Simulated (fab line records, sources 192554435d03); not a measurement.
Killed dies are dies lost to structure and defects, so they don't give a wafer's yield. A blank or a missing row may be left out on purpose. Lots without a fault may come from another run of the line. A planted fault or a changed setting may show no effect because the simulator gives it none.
A struck lot beside a sound one | flow n5_finfet | 26 steps out of a route of 1938
Sound: wafers L849.1, L849.2, L849.4. Struck: wafers L843.1, L843.4, L843.6. The cause comes at the end.
At each step with rows: each side's tool, then ch and its chambers, then its first start. Under that, the readings that differ: sound wafers | struck wafers | difference of the means | sigmas: that difference in standard deviations of wafers without a fault.
alike: readings whose means differ by less than 2 such deviations, and words and numbers that are the same on both sides. not compared: withheld readings, readings that some wafer has no value for, bounds like >300 that may hide the same value, and numbers for which the record gives no deviation and whose values overlap.
The two part at a step that has a row with sigmas, a row that says differs or no value, or rows on one side only. Numbers that don't overlap but have no deviation are shown without sigmas and don't part them. A reading that every wafer of one side lacks parts them only if that side has two wafers or more.

first, 10 steps without rows for these wafers: N5_SD_EPI_N_STRIP_18 (strips in SPM, time 750 s); N5_SD_EPI_N_SRD_20 (time 30 s); N5_SD_EPI_N_PRECLEAN_48 (cleans in NF3:NH3, afs cycles 2, time 20 s, sublimation time 60 s); N5_SD_EPI_N_VAPOR_ETCH_50 (etches Si in HCl, time 54 s); N5_SD_EPI_N_EPI_21 (deposits Si:P, time 690 s); N5_SD_EPI_N_PRECLEAN_24 (cleans in O3/DIW, time 60 s); N5_SD_EPI_N_SRD_25 (time 30 s); N5_SD_EPI_N_PRECLEAN_49 (cleans in NF3:NH3, afs cycles 1, time 20 s, sublimation time 60 s); N5_SD_EPI_N_LINER_46 (material SiNx, target thk 3 nm); N5_SD_EPI_P_COAT_34 (time 60 s, resist thk 350 nm).
N5_SD_EPI_P_COAT_35: time 60 s, resist thk 35 nm.
  sound on litho_track-02 ch 0, day 8 18:34; struck on litho_track-01 ch 0, day 7 04:16
  reading                                     | sound                | struck               | difference | sigmas
  spin_speed_rpm (rpm)                        | 1500.1 1500.3 1499.2 | 1250.1 1250.0 1249.5 | -250.0     | -99 or more
  model.SiARC_of_SD_EPI_P_COAT_35.thk_nm (nm) | 35 35.2 35.2         | 38.6 38.4 38.4       | +3.3       |
then, 7 steps without rows for these wafers: N5_SD_EPI_P_COAT_03 (resist thk 150 nm); N5_SD_EPI_P_EBR_05; N5_SD_EPI_P_SOFTBAKE_04 (time 60 s); N5_SD_EPI_P_EXPOSE_06 (exposes mask SD P BLK, target cd 240 nm); N5_SD_EPI_P_PEB_07 (peb time 60 s); N5_SD_EPI_P_DEVELOP_08 (develop time 30 s); N5_SD_EPI_P_DESCUM_14 (chemistry O2, time 7.9 s).
N5_SD_EPI_P_ETCH_36: etches SiARC in CF4, target depth 45.5 nm, time 75.8 s.
  sound on rie_diel-03 ch 0,1,3, day 8 19:04; struck on rie_diel-03 ch 1,2,3, day 7 04:58
  reading                                             | sound            | struck            | difference | sigmas
  etch_rf_on_time_s (s)                               | 69.4 77.4 73.5   | 76.5 84.6 86.0    | +8.9       | +3
  model.etch.depth_nm (nm)                            | 35.1 35.16 35.11 | 38.5 38.38 38.34  | +3.3       |
  model.CAR-ArF-block_of_SD_EPI_P_COAT_03.thk_nm (nm) | 111 111.4 111.2  | 107.6 107.4 107.2 | -3.8       |
  alike: drypump_motor_current_A, mfc_ar_sccm, oes_product_au, rf_vpp_V, showerhead_plenum_p_Torr, throttle_valve_pct
  not compared: rf_hours_counter_h
then, 4 steps without rows for these wafers: N5_SD_EPI_P_ETCH_37 (etches SOC in N2/H2, overetch 108 nm, time 486 s); N5_SD_EPI_P_STRIP_38 (strips in N2/H2); N5_SD_EPI_P_ETCHBACK_46 (etches SiNx in CH3F/O2, stops on SiO2, target depth 17.5 nm); N5_SD_EPI_P_ETCH_47 (etches SiOCN in CH3F/O2, target depth 25 nm).
N5_SD_EPI_P_ETCH_16: etches SiO2 in CHF3/O2, target depth 5 nm.
  sound on rie_diel-03 ch 0,1,3, day 8 19:38; struck on rie_diel-03 ch 1,2,3, day 7 05:33
  reading                                     | sound       | struck         | difference | sigmas
  model.SiARC_of_SD_EPI_P_COAT_35.thk_nm (nm) | 9.6 11.6 11 | 13.2 15.2 15.8 | +4.0       |
  alike: drypump_motor_current_A, mfc_ar_sccm, oes_product_au, rf_vpp_V, showerhead_plenum_p_Torr, throttle_valve_pct
  not compared: rf_hours_counter_h
then, 1 step without rows for these wafers: N5_SD_EPI_P_STRIP_50 (strips in CHF3/O2).
-- the record jumps here: 5 days lie between the struck wafers' starts before and after (it left off in module SD_EPI_P and takes up again in module BEOL_M4, whose first step shown is number 1111 of the route) --
N5_BEOL_M4_RC_MEAS_101:
  sound on prober-02 ch 0, day 14 07:03; struck on prober-01 ch 0, day 12 01:52
  alike: DIBL_N, DIBL_P, IOFF_N, IOFF_P, ION_N, ION_P, SS_N, SS_P, VT_N, VT_P

WHERE THEY PART
First at N5_SD_EPI_P_COAT_35; last, within this record, at N5_SD_EPI_P_ETCH_36. Later steps at which nothing parts them and some readings are alike: N5_SD_EPI_P_ETCH_16, N5_BEOL_M4_RC_MEAS_101.

WHY: what the simulator had put in
Process parameter drift: litho_track-01, from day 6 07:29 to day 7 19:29, at N5_SD_EPI_P_COAT_35. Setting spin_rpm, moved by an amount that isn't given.
